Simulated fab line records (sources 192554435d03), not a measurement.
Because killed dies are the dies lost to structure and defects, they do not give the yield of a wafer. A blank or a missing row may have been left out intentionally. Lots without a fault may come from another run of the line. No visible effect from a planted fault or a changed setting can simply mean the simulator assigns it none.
Split-lot experiment + flow n5-finfet + 7 lots, 21 wafers read, on a route of 1938 steps

== THE SPLIT ITSELF ==
At N5_FIN_SAQP_FIN_ETCH_36 (etches the open film in HBr/Cl2/O2, target depth 120 nm, time 50.4 s), the setting icp-w was moved away from the recipe's 800 W on 9 of the 21 wafers read, by -16.9% to +8.3%. The other wafers ran this setting at the recipe's value.

== FROM THE SPLIT TO THE READING: what the file shows between them, 3 steps ==
- N5_FIN_SAQP_PRECLEAN_38: cleans in O3/DIW, time 45 s
- N5_FIN_SAQP_PRECLEAN_45: cleans in dHF, time 10 s
- N5_FIN_SAQP_SRD_39: time 30 s

== THE READING ==
trench-depth-nm, in nm, at N5_FIN_SAQP_OCD_MEAS_76. Fault-free wafers of this fab line usually give 119.7 nm, standard deviation 1.5 nm.

| wafer  | tool, chamber at the split | icp-w as run, W | against the recipe | trench-depth-nm, nm | against lot-mates on the recipe |
|--------|----------------------------|-----------------|--------------------|---------------------|---------------------------------|
| L080.1 | rie-si-03, 2               | 717.3           | -10.3%             | 113.4               | -7.7                            |
| L080.2 | rie-si-03, 1               | 717.3           | -10.3%             | 116.1               | -5.0                            |
| L080.4 | rie-si-03, 3               | 800             | recipe             | 121.1               | -                               |
| L087.1 | rie-si-05, 2               | 800             | recipe             | 121.4               | -                               |
| L087.5 | rie-si-05, 3               | 800             | recipe             | 119.7               | -                               |
| L087.6 | rie-si-05, 0               | 855.7           | +7.0%              | 122.7               | +2.1                            |
| L089.1 | rie-si-04, 3               | 800             | recipe             | 120.7               | -                               |
| L089.3 | rie-si-04, 1               | 678.3           | -15.2%             | 110.2               | -10.5                           |
| L089.4 | rie-si-04, 0               | 678.3           | -15.2%             | 110.3               | -10.4                           |
| L091.1 | rie-si-05, 0               | 866.7           | +8.3%              | 124.4               | +3.8                            |
| L091.3 | rie-si-05, 2               | 866.7           | +8.3%              | 125.5               | +4.9                            |
| L091.5 | rie-si-05, 1               | 800             | recipe             | 120.6               | -                               |
| L092.3 | rie-si-03, 0               | 800             | recipe             | 120.1               | -                               |
| L092.4 | rie-si-03, 2               | 800             | recipe             | 121.0               | -                               |
| L092.5 | rie-si-03, 1               | 800             | recipe             | 123.2               | -                               |
| L093.1 | rie-si-03, 0               | 800             | recipe             | 117.6               | -                               |
| L093.2 | rie-si-03, 1               | 800             | recipe             | 121.9               | -                               |
| L093.5 | rie-si-03, 1               | 800             | recipe             | 121.8               | -                               |
| L095.2 | rie-si-03, 2               | 800             | recipe             | 118.0               | -                               |
| L095.3 | rie-si-03, 3               | 664.4           | -16.9%             | 110.0               | -8.0                            |
| L095.6 | rie-si-03, 2               | 664.4           | -16.9%             | 108.5               | -9.5                            |

FIT RESULTS
A straight line over all 21 wafers: trench-depth-nm changes by +0.618 nm for each +1% of icp-w; r = +0.96; the points scatter about the line by 1.5 nm.
The same after taking each lot's own level away (the mean of its wafers on the recipe; 21 wafers): +0.568 nm for each +1%; r = +0.96; scatter 1.4 nm.
That fit puts the effect of the largest move of icp-w on the reading at 9.6 nm.
The span of the lots' own levels, 118.00 to 121.43 nm, comes to 2.3 times the standard deviation stated above.
The two slopes agree, so the slope changes little with the lot-to-lot level.
Check: with one of the wafers moved furthest among these (-16.9%) left out of the fit, the line predicts -10.4 nm for it against its lot-mates. It came out at -8 nm against them.
Tool readings at the split's step, against how far the setting was moved: oes-product-au r = +0.94.

== OTHER SPLITS ON THESE WAFERS ==
Note: prior to the reading, these wafers also went through further splits. Each is held against what the fit with the lots' levels taken away leaves over:
| other split on the same wafers    | wafers away from the commonest value | r with trench-depth-nm (lot level and that fit taken away) |
|-----------------------------------|--------------------------------------|------------------------------------------------------------|
| N5_ZERO_LAYER_PECVD_02 time-s     | 5                                    | +0.13                                                      |
| N5_WELL_APT_COAT_19 spin-rpm      | 9                                    | -0.12                                                      |
| N5_WELL_APT_EXPOSE_22 dose-mj     | 7                                    | -0.10                                                      |
| N5_FIN_SAQP_MANDREL_ETCH_22 icp-w | 8                                    | +0.13                                                      |

== THE WHOLE CHAIN: every reading that the file lists as answering this split, in the file's order ==
| step                    | what it does                                                         | reading                                                                    | change (the file's fit)                   | r (the file's) |
|-------------------------|----------------------------------------------------------------------|----------------------------------------------------------------------------|-------------------------------------------|----------------|
| N5_FIN_SAQP_FIN_ETCH_36 | etches the open film in HBr/Cl2/O2, target depth 120 nm, time 50.4 s | oes-product-au                                                             | +0.00308 a.u. for each +1% of the setting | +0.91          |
| N5_FIN_SAQP_FIN_ETCH_36 | etches the open film in HBr/Cl2/O2, target depth 120 nm, time 50.4 s | etch.depth-nm (the simulator's own value, which no gauge read)             | +0.588 nm for each +1% of the setting     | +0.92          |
| N5_FIN_SAQP_FIN_ETCH_36 | etches the open film in HBr/Cl2/O2, target depth 120 nm, time 50.4 s | FIN_SAQP.feature-depth-nm (the simulator's own value, which no gauge read) | +0.586 nm for each +1% of the setting     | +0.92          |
| N5_FIN_SAQP_OCD_MEAS_76 |                                                                      | trench-depth-nm                                                            | +0.571 nm for each +1% of the setting     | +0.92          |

== THE FILE'S OWN FIT ==
trench-depth-nm changes by +0.571 nm for each +1% of icp-w, r = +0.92.
